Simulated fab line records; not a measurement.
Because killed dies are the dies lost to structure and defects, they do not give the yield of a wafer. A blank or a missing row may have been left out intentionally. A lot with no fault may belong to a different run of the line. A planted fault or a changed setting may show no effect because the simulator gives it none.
A lot that was struck, set against a sound lot ; flow n5Finfet ; 14 out of 1938 route steps
Sound: wafers L617.2, L617.3, L617.6. Struck: wafers L630.2, L630.4. (L630.5 of the same lot was not struck and is left out.) The cause comes at the end.
Order at every step that has rows: each side's tool, ch and its chambers, its first start. Under that, the readings that differ: sound wafers ; struck wafers ; difference of the means ; sigmas: that difference in standard deviations of wafers without a fault.
alike: readings whose means differ by less than 2 such deviations, and words and numbers that are the same on both sides. not compared: withheld readings, readings that some wafer has no value for, bounds like >300 that may hide the same value, and numbers for which the record gives no deviation and whose values overlap.
The two part at a step that has a row with sigmas, a row that says differs or no value, or rows on one side only. Numbers that have no deviation but don't overlap get no sigmas and don't part them. Lack of a reading on every wafer of one side parts them only where that side has two or more wafers.

N5_MIM_BOT_LITHO_CD_MEAS_08: target cd 3000 nm.
  sound on cdSem-02 ch 0, day 12 00:46; struck on cdSem-01 ch 0, day 15 05:50
  alike: cdNm
N5_MIM_BOT_LITHO_OVL_MEAS_11:
  sound on overlay-02 ch 0, day 12 00:48; struck on overlay-02 ch 0, day 15 05:52
  alike: MIM_BOT_OVL
N5_MIM_BOT_LITHO_INSPECT_12: inspects for defects (macro).
  sound on defectInspect-02 at day 12 00:50; struck on defectInspect-01 at day 15 05:53
  alike: rawDefectCount
N5_MIM_BOT_LITHO_DESCUM_10: chemistry O2, time 7.9 s.
  sound on rieDiel-06 ch 0,3, day 12 00:52; struck on rieDiel-01 ch 0,2, day 15 05:56
reading;sound;struck;difference;sigmas
showerheadPlenumPTorr (Torr);2.20 2.15 2.20;2.00 2.05;-0.16;-2
  alike: drypumpMotorCurrentA, oesProductAu, rfVppV, throttleValvePct
  not compared: rfHoursCounterH
then, 1 step without rows for these wafers: N5_MIM_BOT_ETCH_ETCH_04 (etches SiNx in CF4/O2, target depth 26 nm, time 13 s).
N5_MIM_BOT_ETCH_ETCH_03: etches the open film in Cl2/BCl3, target depth 12 nm.
  sound on rieMetal-02 ch 0,1, day 12 01:01; struck on rieMetal-02 ch 0,1, day 15 06:05
  alike: drypumpMotorCurrentA, oesProductAu, throttleValvePct
  not compared: rfHoursCounterH
N5_MIM_BOT_ETCH_ETCH_00: etches TiN in Cl2/BCl3, target depth 45.5 nm.
  sound on rieMetal-02 ch 0,1, day 12 01:07; struck on rieMetal-02 ch 0,1, day 15 06:11
  alike: drypumpMotorCurrentA, mfcArSccm, oesProductAu, throttleValvePct
  not compared: rfHoursCounterH
N5_MIM_BOT_ETCH_STRIP_01: strips in O2.
  sound on rieDiel-01 ch 0,2,3, day 12 01:15; struck on rieDiel-05 ch 0,3, day 15 06:21
  alike: drypumpMotorCurrentA, oesProductAu, rfVppV, showerheadPlenumPTorr, throttleValvePct
  not compared: rfHoursCounterH
then, 3 steps without rows for these wafers: N5_MIM_BOT_ETCH_STRIP_02 (strips in post etch residue remover, time 1200 s); N5_MIM_BOT_ETCH_CLEAN_05 (cleans in IPA, time 180 s); N5_MIM_BOT_ETCH_SRD_06 (time 30 s).
N5_PASSIVATION_PECVD_55: deposits SiO2 from SiH4/N2O, target thk 400 nm, time 22.5 s.
  sound on pecvd-02 ch 1,2, day 12 01:45; struck on pecvd-02 ch 1, day 15 06:51
  alike: heaterPowerW, showerheadPlenumPTorr, throttleValvePct
N5_PASSIVATION_PECVD_01: deposits SiNx from SiH4/NH3/N2, target thk 200 nm, time 43.2 s.
  sound on pecvd-02 ch 1,2, day 12 01:47; struck on pecvd-02 ch 1, day 15 06:53
reading;sound;struck;difference;sigmas
model.SiNx_of_PASSIVATION_PECVD_01.thkNm (nm);196.2 198.2 199.6;155.2 156.8;-42.0;
  alike: heaterPowerW, showerheadPlenumPTorr, throttleValvePct
then, 1 step without rows for these wafers: N5_PASSIVATION_HMDS_03 (time 60 s).

WHERE THEY PART
Within this record, at N5_MIM_BOT_LITHO_DESCUM_10 only. Later steps at which nothing parts them and some readings are alike: N5_MIM_BOT_ETCH_ETCH_03, N5_MIM_BOT_ETCH_ETCH_00, N5_MIM_BOT_ETCH_STRIP_01, N5_PASSIVATION_PECVD_55, N5_PASSIVATION_PECVD_01.

WHY: the cause the simulator had injected
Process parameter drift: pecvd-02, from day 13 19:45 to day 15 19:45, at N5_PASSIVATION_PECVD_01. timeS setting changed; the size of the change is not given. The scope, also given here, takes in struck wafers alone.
